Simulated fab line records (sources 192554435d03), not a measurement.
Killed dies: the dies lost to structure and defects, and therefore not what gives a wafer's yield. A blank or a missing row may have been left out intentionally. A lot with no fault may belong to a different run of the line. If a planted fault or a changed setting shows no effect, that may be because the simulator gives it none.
Struck lot and sound lot, side by side -- flow n5Finfet -- 37 out of 1938 route steps
Sound: wafers L428.2, L428.4, L428.6. Struck: wafers L437.2, L437.5, L437.6. The cause comes at the end.
Each step with rows lists, per side, the tool, then ch with its chambers, then its first start. Under that, the readings that differ: sound wafers -- struck wafers -- difference of the means -- sigmas: that difference in standard deviations of wafers without a fault.
alike: a reading whose means differ by less than 2 such deviations, as well as words and numbers matching on both sides. not compared: withheld readings; readings where some wafer has no value; bounds like >300 that might hide an equal value; numbers whose values overlap and for which the record gives no deviation.
A row with sigmas, a row that says differs or no value, or rows on one side alone: a step with any of these is where the two part. Numbers that don't overlap but have no deviation are shown without sigmas and don't part them. A reading missing from all wafers of one side parts the sides only when that side holds two or more wafers.

first, 10 steps without rows for these wafers: N5_BEOL_M6_CURE_75 (cures SiCOH lowk, time 120 s); N5_BEOL_M6_DEGAS_44 (time 60 s); N5_BEOL_M6_PRE_CLEAN_45 (time 30 s); N5_BEOL_M6_ALD_77 (deposits TaN, target thk 2 nm, pulse time 2 s, purge time 3 s); N5_BEOL_M6_SURFACE_TREAT_79; N5_BEOL_M6_CVD_78 (deposits Co from CCTBA/H2, target thk 2 nm, time 142.3 s); N5_BEOL_M6_SPUTTER_48 (material Cu, target thk 10 nm, time 1.667 s); N5_BEOL_M6_ECD_50 (material Cu, target thk 300 nm); N5_BEOL_M6_ANNEAL_51 (time 90 s); N5_BEOL_M6_CMP_52 (polishes, stops on SiCOH lowk, t overpolish 6.9 s, target thk 80 nm).
N5_BEOL_M6_PRE_CLEAN_55: time 15 s.
  sound on pecvd-04 ch 0,1,2, day 9 20:45; struck on pecvd-04 ch 0,1,2, day 12 01:34
then, 1 step without rows for these wafers: N5_BEOL_M6_DEP_56 (deposits SiCN from 3MS/NH3, target thk 10 nm, time 17.5 s).
N5_BEOL_M6_INSPECT_58: inspects for defects (darkfield).
  sound: defectInspect-01 at day 9 20:52; struck: defectInspect-01 at day 12 01:41
reading,sound,struck,difference,sigmas
rawDefectCount,49 35 56,565 625 610,+553,+22
then, 12 steps without rows for these wafers: N5_BEOL_M7_ILD_DEP_00 (deposits SiCOH lowk from DEMS/porogen, target thk 179.75 nm, time 33.4 s); N5_BEOL_M7_CURE_74 (cures SiCOH lowk, time 240 s); N5_BEOL_M7_PECVD_70 (deposits SiO2 from TEOS/O2, target thk 20 nm, time 22.7 s); N5_BEOL_M7_HM_DEP_02 (deposits TiN, target thk 20 nm); N5_BEOL_M7_COAT_59 (time 60 s, resist thk 100 nm); N5_BEOL_M7_COAT_60 (time 60 s, resist thk 35 nm); N5_BEOL_M7_COAT_05 (resist thk 90 nm); N5_BEOL_M7_EBR_07; N5_BEOL_M7_SOFTBAKE_06 (time 60 s); N5_BEOL_M7_EXPOSE_08 (exposes mask M7); N5_BEOL_M7_PEB_09 (peb time 60 s); N5_BEOL_M7_DEVELOP_10 (develop time 30 s).
N5_BEOL_M7_INSPECT_13: inspects for defects (brightfield).
  sound: defectInspect-01 at day 9 22:53; struck: defectInspect-01 at day 12 04:20
reading,sound,struck,difference,sigmas
rawDefectCount,372 474 361,718 1099 866,+492,+5
then, 9 steps without rows for these wafers: N5_BEOL_M7_DESCUM_16 (chemistry O2, time 7.9 s); N5_BEOL_M7_ETCH_61 (etches SiARC in CF4, target depth 45.5 nm, time 75.8 s); N5_BEOL_M7_ETCH_62 (etches SOC in N2/H2, target depth 110 nm, overetch 22 nm, time 165 s); N5_BEOL_M7_STRIP_68 (strips in N2/H2); N5_BEOL_M7_STRIP_67 (strips in CF4); N5_BEOL_M7_HM_OPEN_17 (chemistry Cl2/BCl3, target TiN, target depth 20 nm, overetch 6 nm); N5_BEOL_M7_STRIP_19 (strips in O2); N5_BEOL_M7_COAT_63 (time 60 s, resist thk 60 nm); N5_BEOL_M7_COAT_64 (time 60 s, resist thk 12 nm).
N5_BEOL_M7_INSPECT_30: inspects for defects (brightfield).
  sound: defectInspect-01 at day 10 03:52; struck: defectInspect-02 at day 12 05:28
reading,sound,struck,difference,sigmas
rawDefectCount,386 430 377,720 1164 904,+532,+6
-- the record jumps here: 3 days lie between the struck wafers' starts before and after (it left off in module BEOL_M7 and takes up again in module PASSIVATION, whose first step shown is number 1936 of the route) --
N5_PASSIVATION_PROBE_49:
  sound: prober-02 at day 13 15:51; struck: prober-01 at day 15 08:03
reading,sound,struck,difference,sigmas
defectLimitedYield (%),92.5 94.2 90.4,83.6 85.1 85.8,-7.5,-5
killed_at_M4_up,16 10 13,118 77 89,+82,+16
killedDies,88 69 113,193 176 168,+89,+5
killedOnRim,9 8 15,21 28 30,+16,+4
sort_bin_5_function (%),4.7 3.6 5.1,10.8 9.0 9.7,+5.4,+5
sortNPass,1092 1111 1067,987 1004 1012,-89,-5
sortYieldPct (%),92.5 94.2 90.4,83.6 85.1 85.8,-7.5,-5
  alike: killed_at_M0_to_M3, killedAtContacts, killedAtFrontEnd, killedAtOther, killedOpen, killedShort, sort_bin_6_memory

## WHERE THEY PART
First at N5_BEOL_M6_INSPECT_58; last, within this record, at N5_PASSIVATION_PROBE_49.

WHY: whatever the simulator had introduced
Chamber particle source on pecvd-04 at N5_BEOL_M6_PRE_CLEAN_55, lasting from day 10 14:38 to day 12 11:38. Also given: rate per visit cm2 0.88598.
